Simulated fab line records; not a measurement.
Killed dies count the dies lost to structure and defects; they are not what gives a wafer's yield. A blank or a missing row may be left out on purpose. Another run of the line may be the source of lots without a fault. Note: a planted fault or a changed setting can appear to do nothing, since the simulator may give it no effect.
Chamber matching || flow nand-harc || NHARC_P_M1_DESCUM_14 on rie-diel-05 has 4 sister chambers
The step chemistry O2, time 3 s. 18 wafers are shown with their chamber, then 9 later ones without.

WAFERS WITH THEIR CHAMBER
{"wafer": "L733.1", "chamber": 2, "showerhead-plenum-p-Torr (Torr)": 1.81, "drypump-motor-current-A (A)": 5.8, "chamber-pressure-mTorr (mTorr)": 59.97}
{"wafer": "L733.2", "chamber": 3, "showerhead-plenum-p-Torr (Torr)": 1.87, "drypump-motor-current-A (A)": 5.5, "chamber-pressure-mTorr (mTorr)": 60.06}
{"wafer": "L733.5", "chamber": 1, "showerhead-plenum-p-Torr (Torr)": 1.86, "drypump-motor-current-A (A)": 5.9, "chamber-pressure-mTorr (mTorr)": 59.98}
{"wafer": "L736.2", "chamber": 0, "showerhead-plenum-p-Torr (Torr)": 1.88, "drypump-motor-current-A (A)": 5.5, "chamber-pressure-mTorr (mTorr)": 60.07}
{"wafer": "L736.3", "chamber": 2, "showerhead-plenum-p-Torr (Torr)": 1.81, "drypump-motor-current-A (A)": 5.8, "chamber-pressure-mTorr (mTorr)": 59.94}
{"wafer": "L736.5", "chamber": 3, "showerhead-plenum-p-Torr (Torr)": 1.87, "drypump-motor-current-A (A)": 5.4, "chamber-pressure-mTorr (mTorr)": 60.06}
{"wafer": "L737.1", "chamber": 0, "showerhead-plenum-p-Torr (Torr)": 1.88, "drypump-motor-current-A (A)": 5.5, "chamber-pressure-mTorr (mTorr)": 60.05}
{"wafer": "L737.2", "chamber": 3, "showerhead-plenum-p-Torr (Torr)": 1.87, "drypump-motor-current-A (A)": 5.4, "chamber-pressure-mTorr (mTorr)": 59.97}
{"wafer": "L737.5", "chamber": 3, "showerhead-plenum-p-Torr (Torr)": 1.87, "drypump-motor-current-A (A)": 5.4, "chamber-pressure-mTorr (mTorr)": 60.00}
{"wafer": "L738.1", "chamber": 3, "showerhead-plenum-p-Torr (Torr)": 1.86, "drypump-motor-current-A (A)": 5.4, "chamber-pressure-mTorr (mTorr)": 60.11}
{"wafer": "L738.3", "chamber": 1, "showerhead-plenum-p-Torr (Torr)": 1.86, "drypump-motor-current-A (A)": 6.0, "chamber-pressure-mTorr (mTorr)": 59.87}
{"wafer": "L738.4", "chamber": 2, "showerhead-plenum-p-Torr (Torr)": 1.81, "drypump-motor-current-A (A)": 5.9, "chamber-pressure-mTorr (mTorr)": 60.04}
{"wafer": "L739.3", "chamber": 0, "showerhead-plenum-p-Torr (Torr)": 1.88, "drypump-motor-current-A (A)": 5.5, "chamber-pressure-mTorr (mTorr)": 60.04}
{"wafer": "L739.5", "chamber": 2, "showerhead-plenum-p-Torr (Torr)": 1.81, "drypump-motor-current-A (A)": 5.8, "chamber-pressure-mTorr (mTorr)": 59.99}
{"wafer": "L739.6", "chamber": 1, "showerhead-plenum-p-Torr (Torr)": 1.86, "drypump-motor-current-A (A)": 6.0, "chamber-pressure-mTorr (mTorr)": 59.94}
{"wafer": "L748.1", "chamber": 2, "showerhead-plenum-p-Torr (Torr)": 1.80, "drypump-motor-current-A (A)": 5.8, "chamber-pressure-mTorr (mTorr)": 59.92}
{"wafer": "L748.3", "chamber": 0, "showerhead-plenum-p-Torr (Torr)": 1.88, "drypump-motor-current-A (A)": 5.5, "chamber-pressure-mTorr (mTorr)": 59.99}
{"wafer": "L748.6", "chamber": 2, "showerhead-plenum-p-Torr (Torr)": 1.80, "drypump-motor-current-A (A)": 5.8, "chamber-pressure-mTorr (mTorr)": 60.09}

SIGNATURES (means of the wafers above)
{"reading": "showerhead-plenum-p-Torr", "chamber 0": 1.8800, "chamber 1": 1.8600, "chamber 2": 1.8067, "chamber 3": 1.8680, "scatter within a chamber": 0.0039}
{"reading": "drypump-motor-current-A", "chamber 0": 5.500, "chamber 1": 5.967, "chamber 2": 5.817, "chamber 3": 5.420, "scatter within a chamber": 0.0405}
{"reading": "chamber-pressure-mTorr", "chamber 0": 60.0375, "chamber 1": 59.9300, "chamber 2": 59.9917, "chamber 3": 60.0400, "scatter within a chamber": 0.0549}
Rule: for a wafer and a chamber, the distance is found by dividing, reading by reading, the gap between the wafer's reading and the chamber's mean by the reading's scatter, squaring, summing and taking the root. If the next closest chamber is less than 2 further off than the closest, the wafer can't be placed; otherwise it belongs to the closest. How the scatter is found: for the shown wafers, subtract from each reading the mean of its chamber, square and add these, divide the total by (wafers less chambers), then take the root.

WAFERS WITHOUT THEIR CHAMBER
{"wafer": "L751.1", "showerhead-plenum-p-Torr (Torr)": 1.88, "drypump-motor-current-A (A)": 5.5, "chamber-pressure-mTorr (mTorr)": 59.98}
{"wafer": "L751.3", "showerhead-plenum-p-Torr (Torr)": 1.86, "drypump-motor-current-A (A)": 5.5, "chamber-pressure-mTorr (mTorr)": 59.99}
{"wafer": "L751.6", "showerhead-plenum-p-Torr (Torr)": 1.86, "drypump-motor-current-A (A)": 6.0, "chamber-pressure-mTorr (mTorr)": 60.04}
{"wafer": "L752.3", "showerhead-plenum-p-Torr (Torr)": 1.86, "drypump-motor-current-A (A)": 5.5, "chamber-pressure-mTorr (mTorr)": 59.95}
{"wafer": "L752.4", "showerhead-plenum-p-Torr (Torr)": 1.80, "drypump-motor-current-A (A)": 5.8, "chamber-pressure-mTorr (mTorr)": 59.97}
{"wafer": "L752.5", "showerhead-plenum-p-Torr (Torr)": 1.86, "drypump-motor-current-A (A)": 5.5, "chamber-pressure-mTorr (mTorr)": 59.99}
{"wafer": "L754.2", "showerhead-plenum-p-Torr (Torr)": 1.80, "drypump-motor-current-A (A)": 5.8, "chamber-pressure-mTorr (mTorr)": 60.04}
{"wafer": "L754.3", "showerhead-plenum-p-Torr (Torr)": 1.87, "drypump-motor-current-A (A)": 5.5, "chamber-pressure-mTorr (mTorr)": 59.97}
{"wafer": "L754.5", "showerhead-plenum-p-Torr (Torr)": 1.86, "drypump-motor-current-A (A)": 5.4, "chamber-pressure-mTorr (mTorr)": 60.02}

CHAMBER TAKEN BY EACH
{"wafer": "L751.1", "from the rows above": 0, "in truth": 0}
{"wafer": "L751.3", "from the rows above": 3, "in truth": 3}
{"wafer": "L751.6", "from the rows above": 1, "in truth": 1}
{"wafer": "L752.3", "from the rows above": 3, "in truth": 3}
{"wafer": "L752.4", "from the rows above": 2, "in truth": 2}
{"wafer": "L752.5", "from the rows above": 3, "in truth": 3}
{"wafer": "L754.2", "from the rows above": 2, "in truth": 2}
{"wafer": "L754.3", "from the rows above": "can't be placed: 3 or 0", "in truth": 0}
{"wafer": "L754.5", "from the rows above": 3, "in truth": 3}
Correct placement for 8 of the 9. From these rows, 1 cannot be placed; in 1 the true chamber is one of the candidates. Number placed wrongly: 0.
